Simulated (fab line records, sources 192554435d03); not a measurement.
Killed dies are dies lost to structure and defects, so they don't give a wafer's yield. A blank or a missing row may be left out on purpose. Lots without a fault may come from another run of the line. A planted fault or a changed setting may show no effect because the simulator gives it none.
A struck lot beside a sound one | flow n5_finfet | 15 steps out of a route of 1938
Sound: wafers L640.2, L640.3, L640.6. Struck: wafers L652.1, L652.2, L652.4. The cause comes at the end.
At each step with rows: each side's tool, then ch and its chambers, then its first start. Under that, the readings that differ: sound wafers | struck wafers | difference of the means | sigmas: that difference in standard deviations of wafers without a fault.
alike: readings whose means differ by less than 2 such deviations, and words and numbers that are the same on both sides. not compared: withheld readings, readings that some wafer has no value for, bounds like >300 that may hide the same value, and numbers for which the record gives no deviation and whose values overlap.
The two part at a step that has a row with sigmas, a row that says differs or no value, or rows on one side only. Numbers that don't overlap but have no deviation are shown without sigmas and don't part them. A reading that every wafer of one side lacks parts them only if that side has two wafers or more.

first, 1 step without rows for these wafers: N5_SDB_STRIP_19 (strips in N2/H2).
N5_SDB_STRIP_21: strips in CF4.
  sound on rie_diel-04 ch 0,2, day 4 07:32; struck on rie_diel-01 ch 1,2,3, day 7 07:28
  alike: bias_power_w, drypump_motor_current_A, oes_product_au, rf_vpp_V, showerhead_plenum_p_Torr, throttle_valve_pct
  not compared: rf_hours_counter_h
N5_SDB_HM_OPEN_20: chemistry CH3F/O2, target SiNx, stops on poly-Si, target depth 24 nm.
  sound on rie_diel-04 ch 0,2, day 4 07:33; struck on rie_diel-01 ch 1,2,3, day 7 07:29
  alike: drypump_motor_current_A, oes_product_au, rf_vpp_V, showerhead_plenum_p_Torr, throttle_valve_pct
  not compared: rf_hours_counter_h
N5_SDB_STRIP_22: strips in N2/H2.
  sound on plasma_asher-01 ch 0,1, day 4 07:38; struck on plasma_asher-01 ch 0,1, day 7 07:35
  alike: drypump_motor_current_A, h2_flow_sccm, heater_power_w, oes_product_au, strip_time_to_endpoint_s
  not compared: rf_hours_counter_h
then, 3 steps without rows for these wafers: N5_SDB_PRECLEAN_23 (cleans in dHF, time 30 s); N5_SDB_DUMMY_REMOVE_24 (chemistry TMAH, target poly-Si, stops on SiO2, target depth 142 nm, time 57 s, rinse time 30 s); N5_SDB_ETCH_25 (etches SiO2 in C4F6/O2, target depth 10 nm, time 3.3 s).
N5_SDB_CUT_ETCH_26: etches Si in HBr/Cl2/O2, target depth 129.6 nm, bt time 20 s, time 51.8 s.
  sound on rie_si-04 ch 1,2, day 4 07:56; struck on rie_si-04 ch 1,2,3, day 7 07:53
  alike: drypump_motor_current_A, oes_product_au, throttle_valve_pct
  not compared: rf_hours_counter_h
then, 3 steps without rows for these wafers: N5_SDB_PRECLEAN_38 (cleans in dHF, time 10 s); N5_SDB_PRECLEAN_39 (cleans in O3/DIW, time 45 s); N5_SDB_SRD_28 (time 30 s).
N5_SDB_ALD_29: deposits SiNx, target thk 30 nm, pulse time 1 s, ald cycles 600.
  sound on ald_sin-02 ch 0,1,2, day 4 08:07; struck on ald_sin-02 ch 0,1,3, day 7 08:09
  alike: heater_power_outer_w, heater_power_w, precursor_pulse_height_rel
N5_SDB_CMP_30: polishes, stops on poly-Si, t overpolish 1.54 s, target thk 30 nm.
  sound on cmp-01 ch 1,3, day 4 10:53; struck on cmp-02 ch 0,2,3, day 7 10:53
  reading                 | sound             | struck            | difference | sigmas
  head_pressure_psi (psi) | 4.153 4.145 4.142 | 3.026 3.019 3.023 | -1.124     | -99 or more
  alike: motor_current_A, overpolish_run_s, time_to_endpoint_s
N5_SDB_THK_MEAS_31:
  sound on film_metro-01, day 4 11:09; struck on film_metro-01, day 7 11:11
  alike: SDB_THK
-- the record jumps here: 4 days lie between the struck wafers' starts before and after (it left off in module SDB and takes up again in module BEOL_M4, whose first step shown is number 1111 of the route) --
N5_BEOL_M4_RC_MEAS_101:
  sound on prober-01 ch 0, day 8 13:46; struck on prober-01 ch 0, day 11 16:22
  alike: DIBL_N, DIBL_P, IOFF_N, IOFF_P, ION_N, ION_P, SS_N, SS_P, VT_N, VT_P

WHERE THEY PART
Only at N5_SDB_CMP_30, within this record. Later steps at which nothing parts them and some readings are alike: N5_SDB_THK_MEAS_31, N5_BEOL_M4_RC_MEAS_101.

WHY: what the simulator had put in
Process parameter drift: cmp-02, from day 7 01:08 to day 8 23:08, at N5_SDB_CMP_30. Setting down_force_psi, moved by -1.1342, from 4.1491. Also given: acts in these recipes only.
